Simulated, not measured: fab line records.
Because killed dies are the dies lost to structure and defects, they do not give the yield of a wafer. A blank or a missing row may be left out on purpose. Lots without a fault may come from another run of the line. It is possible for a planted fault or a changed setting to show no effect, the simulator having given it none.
8D (eight disciplines) problem report, filled in by code / flow n5_finfet / the parts of the form that need people (team, actions taken, sign-off) are left out

1. WHAT WENT WRONG
Mean of spin_speed_rpm at N5_MOL_CONTACT_COAG_COAT_78: 1424.3 rpm across 6 wafers in 2 lots; on wafers with no fault it is 1500.0 rpm (standard deviation 1). That puts it -76 standard deviations away from the usual mean.
The step: resist thk 40 nm.
Earliest sighting: wafer L606.3 on litho_track-02 at day 6 09:02. At this step, 35 wafers from 12 lots have a number in the record. Rule for "out", or "out of limits": more than 4 standard deviations from the usual mean. The rest of the wafers with a number are treated as sound.

2. WHAT IT IS AND WHAT IT IS NOT
question=which readings at this step | is=spin_speed_rpm | is not=-
question=which lots | is=L606, L608 | is not=L601, L602, L604, L607, L617, L619, L621, L622, L623, L624
question=which wafers of those lots | is=all that have a number | is not=-
question=read on which tools | is=litho_track-02 | is not=litho_track-01, litho_track-04
question=when | is=from day 6 09:02 | is not=up to then (9 sound wafers); but 20 sound wafers of L607, L617, L619, L621, L622, L623, L624 came after

3. WHAT RULES OUT EACH SUSPECT
Counting: a tool stays on the suspect list if, at a process step up to the reading, it processed all lots that are out and no sound lot following the first of them.
- cmp-02 at N5_MOL_CONTACT_COAG_CMP_28 (polishes, stops on SiNx, t overpolish 0.85 s, target thk 14.522 nm): ruled out as a lasting fault. Sound lots L607, L622, L623, L624 ran on it after its first lot that is out, L606 (day 6 08:08).
- litho_track-02 at N5_MOL_CONTACT_COAG_COAT_78 (resist thk 40 nm): ruled out as a lasting fault. Sound lots L619, L621, L623, L624 ran on it after its first lot that is out, L606 (day 6 09:02).
Left after counting: nothing in the record.

4. THE CAUSE (what the simulator had put in)
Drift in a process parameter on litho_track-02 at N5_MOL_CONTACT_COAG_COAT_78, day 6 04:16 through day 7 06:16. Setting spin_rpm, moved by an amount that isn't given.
Counting ruled it out, wrongly.

5. THE EFFECT CHAIN, in route order
Each row: a reading where the mean over the struck wafers with a number is more than 3 standard deviations away from the usual. Readings are gone through only where the record gives a usual standard deviation; hours: the median, over the lots, of the time from a lot's start at the first step in this table giving one to that lot's start at this step; sigmas: the change measured in usual standard deviations.
hours=0; step=N5_MOL_CONTACT_COAG_COAT_78; reading=spin_speed_rpm; usual=1500.0 rpm; on struck wafers=1424.3; change=-75.7; sigmas=-76
Process steps it contains:
- N5_MOL_CONTACT_COAG_COAT_78: resist thk 40 nm.

6. WHAT WOULD HAVE CAUGHT IT SOONER
In this record the first reading out of limits was taken at day 6 09:02, 5 hours after the fault began at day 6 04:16.
